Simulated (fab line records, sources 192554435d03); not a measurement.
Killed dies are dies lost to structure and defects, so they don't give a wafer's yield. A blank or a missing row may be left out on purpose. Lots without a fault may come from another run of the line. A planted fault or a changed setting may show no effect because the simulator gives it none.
Chamber matching | flow n5_finfet | N5_BEOL_M6_ETCH_62 on rie_diel-01: 4 sister chambers
The step etches SOC in N2/H2, target depth 110 nm, overetch 22 nm, time 165 s. 4 wafers are shown with their chamber, then 7 later ones without.

WAFERS WITH THEIR CHAMBER
wafer  | chamber | showerhead_plenum_p_Torr (Torr)
L080.2 | 0       | 2.64
L085.2 | 2       | 2.58
L089.3 | 3       | 2.50
L089.4 | 1       | 2.39

WAFERS WITHOUT THEIR CHAMBER
wafer  | showerhead_plenum_p_Torr (Torr)
L089.6 | 2.63
L090.1 | 2.50
L090.4 | 2.39
L090.6 | 2.39
L094.2 | 2.63
L094.5 | 2.63
L094.6 | 2.50

WHICH CHAMBER EACH WENT THROUGH
wafer  | from the rows above | in truth
L089.6 | 0                   | 0
L090.1 | 3                   | 3
L090.4 | 1                   | 1
L090.6 | 1                   | 1
L094.2 | 0                   | 0
L094.5 | 0                   | 0
L094.6 | 3                   | 3
Placed correctly: 7 of 7. Can't be placed from these rows: 0. Placed wrongly: 0.
How it was worked out, from the rows above alone: a wafer's distance from a chamber is the root of the sum, over the readings, of the square of ((its reading less the chamber's mean) divided by the reading's scatter). The wafer belongs to the nearest chamber; if the next one is less than 2 further off, it can't be placed. A chamber's mean is the mean of its shown wafers. The scatter: with one shown wafer a chamber, the root of the mean of the squares of how far each hidden wafer lies from its nearest shown one.
